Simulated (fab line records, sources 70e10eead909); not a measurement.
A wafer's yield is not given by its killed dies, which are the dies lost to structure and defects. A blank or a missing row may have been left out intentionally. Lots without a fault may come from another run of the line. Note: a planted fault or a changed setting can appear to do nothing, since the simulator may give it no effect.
Chamber matching | flow nand harc | 4 sister chambers for NHARC_P_M2_CMP_23 on cmp-01
The step polishes, t overpolish 20 s, target thk 144.3 nm. 16 wafers are shown with their chamber, then 8 later ones without.

## WAFERS, EACH WITH ITS CHAMBER
wafer  | chamber | motor current A (A) | time to endpoint s (s) | retaining ring pressure frac
L398.1 | 2       | 10.5                | 29.6                   | 0.992
L398.4 | 3       | 11.5                | 28.1                   | 0.994
L398.6 | 0       | 13.0                | 30.6                   | 0.997
L400.1 | 0       | 12.7                | 29.4                   | 1.013
L400.5 | 2       | 10.6                | 26.3                   | 1.000
L400.6 | 1       | 12.1                | 27.3                   | 1.000
L402.2 | 2       | 10.2                | 29.7                   | 1.002
L402.3 | 3       | 11.5                | 30.3                   | 1.008
L402.6 | 1       | 12.6                | 30.8                   | 1.002
L403.1 | 0       | 11.6                | 31.1                   | 0.997
L403.2 | 2       | 10.1                | 28.3                   | 1.004
L403.6 | 3       | 11.4                | 32.5                   | 0.991
L404.1 | 1       | 12.8                | 30.6                   | 1.001
L404.3 | 2       | 10.6                | 33.0                   | 0.999
L404.5 | 3       | 11.5                | 29.2                   | 1.000
L405.2 | 2       | 10.5                | 26.2                   | 1.003

SIGNATURES (means of the wafers above)
reading                      | chamber 0 | chamber 1 | chamber 2 | chamber 3 | scatter within a chamber
motor current A              | 12.433    | 12.500    | 10.417    | 11.475    | 0.363
time to endpoint s           | 30.367    | 29.567    | 28.850    | 30.025    | 2.09
retaining ring pressure frac | 1.00233   | 1.00100   | 1.00000   | 0.99825   | 0.00602
Rule: distance of a wafer from a chamber = root of the sum over the readings of ((wafer's reading minus chamber's mean) / reading's scatter) squared. If the next closest chamber is less than 2 further off than the closest, the wafer can't be placed; otherwise it belongs to the closest. The scatter is the square root of a quotient: the sum, over the shown wafers, of each reading's squared deviation from its chamber's mean, divided by wafers minus chambers.

## WAFERS WHOSE CHAMBER IS MISSING
wafer  | motor current A (A) | time to endpoint s (s) | retaining ring pressure frac
L405.3 | 12.4                | 28.0                   | 0.988
L405.6 | 12.1                | 26.7                   | 0.994
L416.1 | 11.4                | 27.8                   | 0.998
L416.3 | 12.1                | 29.1                   | 0.995
L416.4 | 12.7                | 28.2                   | 0.998
L418.1 | 13.0                | 28.4                   | 1.004
L418.4 | 11.7                | 27.9                   | 0.997
L418.5 | 12.7                | 27.9                   | 1.003

## CHAMBER TAKEN BY EACH
wafer  | from the rows above          | in truth
L405.3 | can't be placed: 1 or 0 or 3 | 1
L405.6 | can't be placed: 1 or 0 or 3 | 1
L416.1 | can't be placed: 3 or 2      | 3
L416.3 | can't be placed: 1 or 0 or 3 | 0
L416.4 | can't be placed: 1 or 0      | 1
L418.1 | can't be placed: 1 or 0      | 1
L418.4 | can't be placed: 3 or 1 or 0 | 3
L418.5 | can't be placed: 1 or 0      | 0
Correctly placed: 0 of 8. Unplaceable from these rows: 8, with the true chamber sitting among the candidates in 8. Wrongly placed: 0.
